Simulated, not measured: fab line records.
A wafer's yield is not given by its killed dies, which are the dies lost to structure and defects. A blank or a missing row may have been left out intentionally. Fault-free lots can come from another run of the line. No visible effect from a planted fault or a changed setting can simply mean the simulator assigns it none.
Which tool did it? | flow n5Finfet | 24 lots, 72 wafers sampled, at 6 steps of a route of 1938

== WHAT THE GAUGES SHOWED, per wafer ==
N5_ZERO_LAYER_INSPECT_20: inspects for defects (darkfield).
lot  | measured    | on               | rawDefectCount
L074 | day 1 13:19 | defectInspect-01 | 25 21 28
L075 | day 1 19:40 | defectInspect-01 | 37 45 42
L076 | day 2 01:24 | defectInspect-02 | 25 32 18
L077 | day 2 07:16 | defectInspect-02 | 46 36 35
L078 | day 2 13:22 | defectInspect-01 | 39 37 36
L079 | day 2 19:45 | defectInspect-01 | 55 9 34
L080 | day 3 01:25 | defectInspect-01 | 40 30 41
L081 | day 3 07:15 | defectInspect-02 | 74 36 52
L082 | day 3 13:24 | defectInspect-01 | 34 45 26
L083 | day 3 19:26 | defectInspect-01 | 19 14 21
L084 | day 4 01:15 | defectInspect-02 | 24 27 41
L085 | day 4 07:15 | defectInspect-01 | 62 58 51
L086 | day 4 13:16 | defectInspect-02 | 33 34 55
L087 | day 4 19:23 | defectInspect-02 | 76 57 88
L088 | day 5 01:15 | defectInspect-01 | 35 30 36
L089 | day 5 07:35 | defectInspect-02 | 43 29 22
L090 | day 5 13:23 | defectInspect-02 | 36 39 26
L091 | day 5 19:23 | defectInspect-02 | 39 18 43
L092 | day 6 01:45 | defectInspect-01 | 75 35 55
L093 | day 6 07:34 | defectInspect-02 | 11 17 39
L094 | day 6 13:16 | defectInspect-01 | 28 15 21
L095 | day 6 19:24 | defectInspect-01 | 14 36 21
L096 | day 7 01:16 | defectInspect-02 | 22 18 31
L097 | day 7 07:19 | defectInspect-02 | 31 25 23

N5_WELL_APT_OVL_MEAS_09.
lot  | measured    | on         | NWELL_OVL (nm)
L074 | day 1 13:46 | overlay-02 | 2 6 -7
L075 | day 1 20:07 | overlay-01 | 3 -8 -4
L076 | day 2 01:44 | overlay-01 | 3 -3 12
L077 | day 2 07:44 | overlay-01 | -8 -6 -9
L078 | day 2 13:49 | overlay-01 | 6 1 4
L079 | day 2 20:05 | overlay-02 | -6 0 3
L080 | day 3 01:52 | overlay-01 | 8 10 4
L081 | day 3 07:35 | overlay-02 | -8 -13 -4
L082 | day 3 13:44 | overlay-02 | 12 6 0
L083 | day 3 19:48 | overlay-02 | 6 -2 -3
L084 | day 4 01:35 | overlay-02 | -4 -1 -4
L085 | day 4 07:43 | overlay-01 | 6 -1 0
L086 | day 4 13:44 | overlay-01 | 0 -6 -6
L087 | day 4 19:50 | overlay-01 | -1 8 -4
L088 | day 5 01:43 | overlay-01 | -8 4 -2
L089 | day 5 07:55 | overlay-01 | 2 4 5
L090 | day 5 13:51 | overlay-02 | 6 8 1
L091 | day 5 19:50 | overlay-01 | 0 -4 5
L092 | day 6 02:05 | overlay-01 | -10 5 -6
L093 | day 6 07:55 | overlay-01 | 11 6 8
L094 | day 6 13:36 | overlay-02 | 0 2 -7
L095 | day 6 19:52 | overlay-02 | 1 0 2
L096 | day 7 01:35 | overlay-01 | 9 3 9
L097 | day 7 07:46 | overlay-01 | 4 -1 -9

N5_FIN_CUT_OVL_MEAS_09.
lot  | measured    | on         | FIN_CUT_OVL (nm)
L074 | day 2 03:03 | overlay-01 | 0.2 0.4 -0.1
L075 | day 2 08:29 | overlay-02 | 1.8 1.0 1.6
L076 | day 2 14:33 | overlay-01 | 0.2 0.2 -0.4
L077 | day 2 20:48 | overlay-01 | 0.3 0.9 0.5
L078 | day 3 02:35 | overlay-01 | 0.8 1.3 0.2
L079 | day 3 10:01 | overlay-02 | 0.2 0.3 0.7
L080 | day 3 14:44 | overlay-02 | 0.5 -0.1 0.7
L081 | day 3 21:36 | overlay-01 | 0.3 0.6 0.7
L082 | day 4 02:53 | overlay-02 | 0.9 -0.2 -0.6
L083 | day 4 08:19 | overlay-02 | 0.2 1.2 0.8
L084 | day 4 15:46 | overlay-01 | 0.6 -0.6 -0.1
L085 | day 4 20:38 | overlay-01 | 0.5 0.4 -1.1
L086 | day 5 05:17 | overlay-02 | -0.4 0.5 0.2
L087 | day 5 12:48 | overlay-02 | 0.8 0.0 -0.2
L088 | day 5 14:19 | overlay-02 | -0.4 -0.7 0.1
L089 | day 5 21:30 | overlay-01 | 0.1 -0.5 0.4
L090 | day 6 03:44 | overlay-02 | 0.7 -0.5 0.3
L091 | day 6 08:28 | overlay-02 | -1.0 -0.1 -0.3
L092 | day 6 14:07 | overlay-02 | -0.3 -0.2 0.3
L093 | day 6 21:27 | overlay-01 | 0.5 0.7 0.1
L094 | day 7 02:11 | overlay-01 | -0.3 0.8 0.1
L095 | day 7 08:31 | overlay-01 | 0.4 1.1 0.7
L096 | day 7 14:10 | overlay-01 | 0.4 1.0 0.2
L097 | day 7 21:19 | overlay-01 | 1.1 1.4 1.0

== WHAT TOOL EACH LOT RAN ON (gives the tool, then ch and the chambers of the sampled wafers, and finally the start) ==
lot  | N5_ZERO_LAYER_STRIP_24             | N5_FIN_SAQP_ETCH_51              | N5_FIN_SAQP_ETCH_64
L074 | plasmaAsher-01 ch 0,1, day 1 12:57 | rieDiel-03 ch 0,1, day 1 22:14   | rieSi-06 ch 2,3, day 2 02:19
L075 | plasmaAsher-01 ch 0,1, day 1 19:18 | rieDiel-03 ch 0,2, day 2 03:47   | rieSi-06 ch 1,2,3, day 2 07:53
L076 | plasmaAsher-01 ch 0,1, day 2 01:02 | rieDiel-06 ch 2,3, day 2 10:01   | rieSi-06 ch 0,1, day 2 13:57
L077 | plasmaAsher-02 ch 0,1, day 2 06:55 | rieDiel-02 ch 0,1,3, day 2 16:20 | rieSi-06 ch 0,1,2, day 2 20:12
L078 | plasmaAsher-02 ch 0,1, day 2 13:00 | rieDiel-06 ch 0,1,3, day 2 22:00 | rieSi-05 ch 2,3, day 3 01:51
L079 | plasmaAsher-02 ch 0,1, day 2 19:23 | rieDiel-06 ch 1,2,3, day 3 04:43 | rieSi-05 ch 1,2,3, day 3 09:25
L080 | plasmaAsher-02 ch 0,1, day 3 01:03 | rieDiel-03 ch 1,3, day 3 09:56   | rieSi-05 ch 0,2, day 3 14:08
L081 | plasmaAsher-01 ch 0,1, day 3 06:53 | rieDiel-06 ch 0,2, day 3 16:17   | rieSi-05 ch 2,3, day 3 20:52
L082 | plasmaAsher-02 ch 0,1, day 3 13:02 | rieDiel-06 ch 1,2,3, day 3 22:20 | rieSi-04 ch 1,3, day 4 02:14
L083 | plasmaAsher-02 ch 0,1, day 3 19:04 | rieDiel-02 ch 0,1,3, day 4 03:28 | rieSi-05 ch 1,2,3, day 4 07:42
L084 | plasmaAsher-01 ch 0,1, day 4 00:53 | rieDiel-03 ch 0,2,3, day 4 09:31 | rieSi-06 ch 0,1,2, day 4 15:02
L085 | plasmaAsher-02 ch 0,1, day 4 06:53 | rieDiel-02 ch 0,2,3, day 4 15:40 | rieSi-06 ch 0,1,2, day 4 20:01
L086 | plasmaAsher-01 ch 0,1, day 4 12:56 | rieDiel-03 ch 0,3, day 4 21:08   | rieSi-06 ch 0,1,3, day 5 04:40
L087 | plasmaAsher-01 ch 0,1, day 4 19:02 | rieDiel-06 ch 0,3, day 5 07:29   | rieSi-06 ch 1,2,3, day 5 12:11
L088 | plasmaAsher-02 ch 0,1, day 5 00:53 | rieDiel-03 ch 1,2,3, day 5 09:25 | rieSi-06 ch 0,1,2, day 5 13:41
L089 | plasmaAsher-02 ch 0,1, day 5 07:13 | rieDiel-06 ch 1,2,3, day 5 15:45 | rieSi-04 ch 2,3, day 5 20:54
L090 | plasmaAsher-02 ch 0,1, day 5 13:03 | rieDiel-03 ch 0,2,3, day 5 22:50 | rieSi-05 ch 1,2,3, day 6 02:59
L091 | plasmaAsher-02 ch 0,1, day 5 19:01 | rieDiel-03 ch 0,1,3, day 6 03:44 | rieSi-04 ch 1,3, day 6 07:44
L092 | plasmaAsher-01 ch 0,1, day 6 01:23 | rieDiel-02 ch 0,2,3, day 6 09:34 | rieSi-06 ch 0,1,3, day 6 13:31
L093 | plasmaAsher-02 ch 0,1, day 6 07:13 | rieDiel-03 ch 0,3, day 6 16:30   | rieSi-05 ch 0,1, day 6 20:41
L094 | plasmaAsher-01 ch 0,1, day 6 12:54 | rieDiel-06 ch 1,2, day 6 21:27   | rieSi-06 ch 1,2,3, day 7 01:28
L095 | plasmaAsher-01 ch 0,1, day 6 19:02 | rieDiel-02 ch 0,2,3, day 7 03:34 | rieSi-05 ch 0,1,2, day 7 07:54
L096 | plasmaAsher-01 ch 0,1, day 7 00:54 | rieDiel-02 ch 1,2, day 7 09:31   | rieSi-05 ch 1,2,3, day 7 13:26
L097 | plasmaAsher-01 ch 0,1, day 7 06:56 | rieDiel-06 ch 0,2,3, day 7 16:31 | rieSi-05 ch 2,3, day 7 20:43
- N5_ZERO_LAYER_STRIP_24: strips in O2.
- N5_FIN_SAQP_ETCH_51: etches SiARC in CF4, target depth 45.5 nm, time 75.8 s.
- N5_FIN_SAQP_ETCH_64: etches SiO2 in CF4, target depth 1.5 nm.

== WHAT THE TOOLS THEMSELVES READ (means of the sampled wafers that have a number; where no wafer has one, the mark that the record gives instead) ==
N5_ZERO_LAYER_STRIP_24.
lot  | tool           | drypumpMotorCurrentA (A) | heaterPowerW (W) | oesProductAu (a.u.) | stripTimeToEndpointS (s)
L074 | plasmaAsher-01 | 6.3                      | 341              | 0.646               | 44.01
L075 | plasmaAsher-01 | 6.3                      | 344              | 0.648               | 43.77
L076 | plasmaAsher-01 | 6.3                      | 348              | 0.644               | 43.99
L077 | plasmaAsher-02 | 5.2                      | 357              | 0.648               | 43.93
L078 | plasmaAsher-02 | 5.2                      | 362              | 0.649               | 43.86
L079 | plasmaAsher-02 | 5.2                      | 360              | 0.648               | 43.90
L080 | plasmaAsher-02 | 5.2                      | 356              | 0.643               | 43.84
L081 | plasmaAsher-01 | 6.2                      | 349              | 0.647               | 43.95
L082 | plasmaAsher-02 | 5.2                      | 354              | 0.646               | 43.75
L083 | plasmaAsher-02 | 5.2                      | 359              | 0.647               | 43.92
L084 | plasmaAsher-01 | 6.3                      | 342              | 0.652               | 43.96
L085 | plasmaAsher-02 | 5.2                      | 356              | 0.644               | 43.90
L086 | plasmaAsher-01 | 6.3                      | 344              | 0.649               | 43.93
L087 | plasmaAsher-01 | 6.1                      | 351              | 0.645               | 43.89
L088 | plasmaAsher-02 | 5.2                      | 361              | 0.648               | 43.82
L089 | plasmaAsher-02 | 5.3                      | 357              | 0.644               | 43.93
L090 | plasmaAsher-02 | 5.3                      | 358              | 0.648               | 43.96
L091 | plasmaAsher-02 | 5.2                      | 359              | 0.644               | 43.87
L092 | plasmaAsher-01 | 6.1                      | 347              | 0.646               | 43.93
L093 | plasmaAsher-02 | 5.2                      | 355              | 0.647               | 43.82
L094 | plasmaAsher-01 | 6.1                      | 346              | 0.643               | 43.80
L095 | plasmaAsher-01 | 6.1                      | 348              | 0.646               | 43.75
L096 | plasmaAsher-01 | 6.3                      | 342              | 0.650               | 43.77
L097 | plasmaAsher-01 | 6.3                      | 343              | 0.646               | 43.82

N5_FIN_SAQP_ETCH_51.
lot  | tool       | drypumpMotorCurrentA (A) | etchRfOnTimeS (s) | oesProductAu (a.u.) | rfVppV (V) | showerheadPlenumPTorr (Torr) | throttleValvePct (%)
L074 | rieDiel-03 | 5.5                      | 73.3              | 0.69                | 183.9      | 2.13                         | 15.54
L075 | rieDiel-03 | 5.7                      | 75.1              | 0.68                | 184.5      | 2.10                         | 15.53
L076 | rieDiel-06 | 6.0                      | 75.0              | 0.64                | 183.1      | 2.05                         | 15.69
L077 | rieDiel-02 | 5.7                      | 76.8              | 0.64                | 184.7      | 2.17                         | 15.80
L078 | rieDiel-06 | 5.5                      | 75.6              | 0.66                | 182.9      | 2.14                         | 15.59
L079 | rieDiel-06 | 5.6                      | 75.2              | 0.65                | 183.1      | 2.08                         | 15.68
L080 | rieDiel-03 | 5.7                      | 75.5              | 0.75                | 185.5      | 2.25                         | 15.43
L081 | rieDiel-06 | 6.1                      | 75.5              | 0.63                | 183.8      | 2.11                         | 15.82
L082 | rieDiel-06 | 5.6                      | 75.4              | 0.64                | 183.4      | 2.08                         | 15.70
L083 | rieDiel-02 | 5.7                      | 76.9              | 0.63                | 184.8      | 2.16                         | 15.83
L084 | rieDiel-03 | 5.8                      | 76.0              | 0.70                | 184.9      | 2.16                         | 15.51
L085 | rieDiel-02 | 5.5                      | 76.3              | 0.63                | 183.6      | 2.13                         | 15.76
L086 | rieDiel-03 | 5.6                      | 76.3              | 0.71                | 184.6      | 2.14                         | 15.54
L087 | rieDiel-06 | 5.4                      | 75.5              | 0.64                | 183.2      | 2.11                         | 15.46
L088 | rieDiel-03 | 5.8                      | 75.2              | 0.67                | 185.2      | 2.21                         | 15.52
L089 | rieDiel-06 | 5.6                      | 76.4              | 0.63                | 182.9      | 2.07                         | 15.73
L090 | rieDiel-03 | 5.9                      | 76.0              | 0.68                | 184.0      | 2.16                         | 15.52
L091 | rieDiel-03 | 5.6                      | 74.4              | 0.69                | 184.0      | 2.18                         | 15.55
L092 | rieDiel-02 | 5.5                      | 75.0              | 0.62                | 184.2      | 2.13                         | 15.78
L093 | rieDiel-03 | 5.7                      | 75.1              | 0.70                | 184.0      | 2.13                         | 15.56
L094 | rieDiel-06 | 6.0                      | 75.3              | 0.62                | 183.3      | 2.07                         | 15.94
L095 | rieDiel-02 | 5.5                      | 75.6              | 0.61                | 183.4      | 2.13                         | 15.80
L096 | rieDiel-02 | 5.7                      | 75.4              | 0.62                | 184.8      | 2.18                         | 15.79
L097 | rieDiel-06 | 5.8                      | 75.1              | 0.62                | 183.3      | 2.10                         | 15.69

N5_FIN_SAQP_ETCH_64.
lot  | tool     | drypumpMotorCurrentA (A) | oesProductAu (a.u.) | throttleValvePct (%)
L074 | rieSi-06 | 5.1                      | 0.989               | 21.78
L075 | rieSi-06 | 5.0                      | 0.991               | 21.67
L076 | rieSi-06 | 5.1                      | 0.997               | 21.66
L077 | rieSi-06 | 5.1                      | 1.010               | 21.75
L078 | rieSi-05 | 5.8                      | 0.989               | 21.83
L079 | rieSi-05 | 6.0                      | 0.982               | 21.77
L080 | rieSi-05 | 6.1                      | 0.989               | 21.60
L081 | rieSi-05 | 5.8                      | 0.974               | 21.82
L082 | rieSi-04 | 5.5                      | 0.999               | 21.63
L083 | rieSi-05 | 6.0                      | 0.982               | 21.77
L084 | rieSi-06 | 5.1                      | 1.006               | 21.62
L085 | rieSi-06 | 5.1                      | 1.013               | 21.62
L086 | rieSi-06 | 5.2                      | 1.003               | 21.76
L087 | rieSi-06 | 5.0                      | 0.995               | 21.54
L088 | rieSi-06 | 5.1                      | 1.001               | 21.63
L089 | rieSi-04 | 5.6                      | 0.973               | 21.69
L090 | rieSi-05 | 6.0                      | 0.976               | 21.76
L091 | rieSi-04 | 5.5                      | 0.997               | 21.64
L092 | rieSi-06 | 5.2                      | 1.001               | 21.76
L093 | rieSi-05 | 6.3                      | 0.997               | 21.52
L094 | rieSi-06 | 5.0                      | 0.999               | 21.54
L095 | rieSi-05 | 6.1                      | 0.989               | 21.64
L096 | rieSi-05 | 6.0                      | 0.972               | 21.77
L097 | rieSi-05 | 5.8                      | 0.969               | 21.85

== THE ANSWER, worked out from the rows above alone ==
Rule: the lots themselves supply what counts as usual. Put in order of their means at a reading, lots are off if they are a third of the lots or fewer, leave a main group of 4 or more, and stand apart from it by a gap of 3 or more times the standard deviation of the main group's means; of several such gaps the widest counts. The tables above print the reading to a certain number of digits; a main group whose means all agree to those digits is not used. A lot without any number at a reading at which 4 lots or more have one is off too. Where the step has rows for the other lots, those lots are counted as sound. The gauges are gone through in route order, then the tools' own readings, and for those a lot's mean is taken as printed above. The first step at which some lot is off is used, and at that step the reading that is off furthest; a lot without a number counts as furthest.
Across all readings shown, no lot is off: no conclusion can be drawn from this.

== WHAT THE SIMULATOR HAD PUT IN ==
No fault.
